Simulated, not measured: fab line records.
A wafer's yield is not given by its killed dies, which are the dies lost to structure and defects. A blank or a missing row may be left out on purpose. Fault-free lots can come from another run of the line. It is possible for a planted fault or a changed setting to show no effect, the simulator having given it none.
Struck lot and sound lot, side by side | flow nand harc | 14 steps out of a route of 1302
Sound: these wafers, L958.3, L958.5, L958.6. Wafers struck: L949.4, L949.5, L949.6. Last of all comes the cause.
Order at every step that has rows: each side's tool, ch and its chambers, its first start. Under that, the readings that differ: sound wafers | struck wafers | difference of the means | sigmas: that difference in standard deviations of wafers without a fault.
alike: same words and numbers on both sides, and readings whose means sit less than 2 such deviations apart. not compared: any withheld reading, any reading some wafer has no value for, any bound like >300 that may hide the same value, and any number with overlapping values for which the record gives no deviation.
The two part at a step that has a row with sigmas, a row that says differs or no value, or rows on one side only. Non-overlapping numbers with no deviation appear without sigmas and do not part them. A reading missing from all wafers of one side parts the sides only when that side holds two or more wafers.

NHARC_A_SGD_CUT_INSPECT_11:
  sound on defect inspect-02, day 27 16:26; struck on defect inspect-02, day 23 16:18
  alike: raw defect count
NHARC_A_SGD_CUT_DESCUM_14: chemistry O2, time 3 s.
  sound on rie diel-01 ch 0,2,3, day 27 16:31; struck on rie diel-04 ch 0,1,2, day 23 16:22
  alike: drypump motor current A, o2 flow sccm, oes product au, rf vpp V, showerhead plenum p Torr, throttle valve pct
  not compared: rf hours counter h
NHARC_A_SGD_CUT_ETCH_58: etches the open film in CF4, target depth 39 nm, time 65 s.
  sound on rie diel-01 ch 1,2, day 27 16:35; struck on rie diel-04 ch 0,1, day 23 16:26
  alike: drypump motor current A, oes product au, rf vpp V, showerhead plenum p Torr, throttle valve pct
  not compared: rf hours counter h
then, 1 step without rows for these wafers: NHARC_A_SGD_CUT_ETCH_59 (etches the open film in N2/H2, target depth 260 nm, time 406.25 s).
NHARC_A_SGD_CUT_ETCH_15: etches the open film in CH3F/O2, target depth 75 nm, time 64.3 s.
  sound: rie diel-01 ch 1,2,3; struck: rie diel-04 ch 0,1,2
  reading               | sound             | struck            | difference | sigmas
  oes product au (a.u.) | 0.912 0.930 0.927 | 0.956 0.967 0.968 | +0.041     | +2
  alike: drypump motor current A, o2 flow sccm, rf vpp V, showerhead plenum p Torr, throttle valve pct
  not compared: rf hours counter h
NHARC_A_SGD_CUT_ETCH_16: etches the open film in C4F8/O2/Ar, target depth 310.5 nm, time 155.2 s.
  sound: rie diel-01 ch 1,2,3; struck: rie diel-04 ch 0,1,2
  reading               | sound             | struck            | difference | sigmas
  oes product au (a.u.) | 0.927 0.950 0.937 | 0.957 0.981 0.985 | +0.036     | +2
  alike: rf vpp V
  not compared: rf hours counter h
then, 1 step without rows for these wafers: NHARC_A_SGD_CUT_STRIP_60 (strips in C4F8/O2/Ar).
NHARC_A_SGD_CUT_STRIP_17: strips in O2.
  sound: rie diel-01 ch 0,1; struck: rie diel-04 ch 0,1
  alike: drypump motor current A, o2 flow sccm, oes product au, rf vpp V, showerhead plenum p Torr, throttle valve pct
  not compared: rf hours counter h
then, 4 steps without rows for these wafers: NHARC_A_SGD_CUT_PRECLEAN_18 (cleans in SC1); NHARC_A_SGD_CUT_SRD_19; NHARC_A_SGD_CUT_DEP_20 (deposits SiO2, target thk 150 nm); NHARC_A_SGD_CUT_ANNEAL_27 (time 1800 s).
NHARC_A_SGD_CUT_CMP_21: polishes, target thk 148.19 nm.
  sound on cmp-03 ch 1,2,3, day 27 22:19; struck on cmp-03 ch 2,3, day 23 22:07
  no value came back on the struck wafers for edge zone pressure frac, motor current A (A), time to endpoint s (s); on the sound wafers edge zone pressure frac reads 1.005 0.988 0.994
-- jump in the record: it breaks off in module A_SGD_CUT and resumes in module END (first step shown: number 1302 of the route), and 5 days separate the struck wafers' starts before and after --
NHARC_END_SORT_01:
  sound on prober-02 ch 0, day 33 10:23; struck on prober-01 ch 0, day 29 08:45
  reading         | sound    | struck      | difference | sigmas
  killed at array | 74 77 74 | 675 670 676 | +599       | +33
  killed at other | 6 5 3    | 2 0 0       | -4         | -3
  killed dies     | 83 88 82 | 677 677 677 | +593       | +33
  alike: killed at periphery, killed open, killed short

== WHERE THEY PART ==
Last at NHARC_END_SORT_01 as far as this record goes, first at NHARC_A_SGD_CUT_ETCH_15.

WHY: the cause the simulator had injected
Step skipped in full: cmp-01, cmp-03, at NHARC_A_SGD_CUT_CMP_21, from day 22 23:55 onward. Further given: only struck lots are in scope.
